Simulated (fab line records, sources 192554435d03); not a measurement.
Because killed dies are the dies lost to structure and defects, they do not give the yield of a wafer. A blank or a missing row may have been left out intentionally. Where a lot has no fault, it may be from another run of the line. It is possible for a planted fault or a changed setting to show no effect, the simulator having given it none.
Split-lot trial + flow n5 finfet + 7 lots, 21 wafers read, on a route of 1938 steps

== ON THE SPLIT ==
At N5_FIN_SAQP_SPACER1_ALD_24 (deposits SiO2, target thk 20.3 nm, pulse time 1 s, purge time 2 s), the setting ald cycles was moved away from the recipe's 218 on 9 of the 21 wafers read, by -6.0% to +12.8%. The other wafers ran this setting at the recipe's value.

== FROM THE SPLIT TO THE READING: what the file shows between them, 2 steps ==
- N5_FIN_SAQP_SPACER1_ETCHBACK_25: etches SiO2 in CHF3/O2, target depth 24.4 nm, time 12.2 s
- N5_FIN_SAQP_MANDREL1_REMOVE_56: chemistry HBr/Cl2/O2, target a-Si, stops on SiNx, bt time 10 s

== THE READING ==
Shown in nm: cd nm at N5_FIN_SAQP_CD_MEAS_27, with target cd 20 nm. Typical for fault-free wafers on this fab line: 20.28 nm, with standard deviation 0.26 nm.

| wafer  | tool, chamber at the split | ald cycles as run | against the recipe | cd nm, nm | against lot-mates on the recipe |
|--------|----------------------------|-------------------|--------------------|-----------|---------------------------------|
| L076.1 | ald sin-02, 3,2,3          | 218               | recipe             | 20.22     | -                               |
| L076.3 | ald sin-02, 3,2,3          | 218               | recipe             | 20.17     | -                               |
| L076.4 | ald sin-02, 3,2,3          | 218               | recipe             | 20.59     | -                               |
| L079.2 | ald sin-02, 3,1            | 205               | -6.0%              | 18.68     | -1.28                           |
| L079.4 | ald sin-02, 3              | 218               | recipe             | 19.96     | -                               |
| L079.6 | ald sin-02, 3,1            | 205               | -6.0%              | 18.73     | -1.23                           |
| L080.4 | ald sin-01, 3              | 207               | -5.0%              | 19.65     | no lot-mate on the recipe       |
| L080.5 | ald sin-01, 2,1            | 207               | -5.0%              | 19.37     | no lot-mate on the recipe       |
| L080.6 | ald sin-01, 2,1            | 207               | -5.0%              | 19.01     | no lot-mate on the recipe       |
| L081.1 | ald sin-04, 3              | 218               | recipe             | 20.17     | -                               |
| L081.3 | ald sin-04, 0,1            | 246               | +12.8%             | 23.13     | +2.96                           |
| L081.6 | ald sin-04, 0,1            | 246               | +12.8%             | 22.46     | +2.29                           |
| L089.1 | ald sin-01, 1              | 218               | recipe             | 20.32     | -                               |
| L089.4 | ald sin-01, 3,0            | 218               | recipe             | 20.47     | -                               |
| L089.5 | ald sin-01, 3,0            | 218               | recipe             | 20.52     | -                               |
| L093.1 | ald sin-04, 0,1,2          | 218               | recipe             | 20.60     | -                               |
| L093.2 | ald sin-04, 0,1,2          | 218               | recipe             | 20.55     | -                               |
| L093.5 | ald sin-04, 0,1,2          | 218               | recipe             | 20.05     | -                               |
| L094.1 | ald sin-02, 3              | 205               | -6.0%              | 19.33     | -0.76                           |
| L094.2 | ald sin-02, 0              | 218               | recipe             | 20.09     | -                               |
| L094.4 | ald sin-02, 3              | 205               | -6.0%              | 18.35     | -1.74                           |
If several chambers appear in one row, that row covers several wafers at once and the file leaves open which wafer was in which chamber.

FIT RESULTS
A straight line over all 21 wafers: cd nm changes by +0.208 nm for each +1% of ald cycles; r = +0.96; the points scatter about the line by 0.31 nm.
The same after taking each lot's own level away (the mean of its wafers on the recipe; 18 wafers): +0.206 nm for each +1%; r = +0.98; scatter 0.25 nm.
According to that fit, moving ald cycles by its largest amount changes the reading by 2.6 nm.
The lots' own levels span 19.960 to 20.437 nm, that is 1.8 times the standard deviation above.
Hence the lot-to-lot level has little effect on the slope; both slopes agree.
Check: with one of the wafers moved furthest among these (+12.8%) left out of the fit, the line predicts +2.43 nm for it against its lot-mates. Against them it came out at +2.96 nm.

== FURTHER SPLITS ON THESE WAFERS ==
Before the reading, these wafers also passed through other splits. Each is held against what the fit with the lots' levels taken away leaves over:
| other split on the same wafers  | wafers away from the commonest value | r with cd nm (lot level and that fit taken away) |
|---------------------------------|--------------------------------------|--------------------------------------------------|
| N5_ZERO_LAYER_PECVD_02 time s   | 9                                    | +0.03                                            |
| N5_ZERO_LAYER_EXPOSE_08 dose mj | 5                                    | -0.13                                            |

== THE WHOLE CHAIN: every reading that the file lists as answering this split, in the file's order ==
| step                           | what it does                                                      | reading                                                                                 | change (the file's fit)               | r (the file's) |
|--------------------------------|-------------------------------------------------------------------|-----------------------------------------------------------------------------------------|---------------------------------------|----------------|
| N5_FIN_SAQP_SPACER1_ALD_24     | deposits SiO2, target thk 20.3 nm, pulse time 1 s, purge time 2 s | SiO2_of_FIN_SAQP_SPACER1_ALD_24.thk nm (the simulator's own value, which no gauge read) | +0.196 nm for each +1% of the setting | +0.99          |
| N5_FIN_SAQP_MANDREL1_REMOVE_56 | chemistry HBr/Cl2/O2, target a-Si, stops on SiNx, bt time 10 s    | FIN_SAQP.cd nm (the simulator's own value, which no gauge read)                         | +0.2 nm for each +1% of the setting   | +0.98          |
| N5_FIN_SAQP_CD_MEAS_27         | target cd 20 nm                                                   | cd nm                                                                                   | +0.206 nm for each +1% of the setting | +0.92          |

== FILE'S OWN FIT ==
cd nm changes by +0.206 nm for each +1% of ald cycles, r = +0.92.
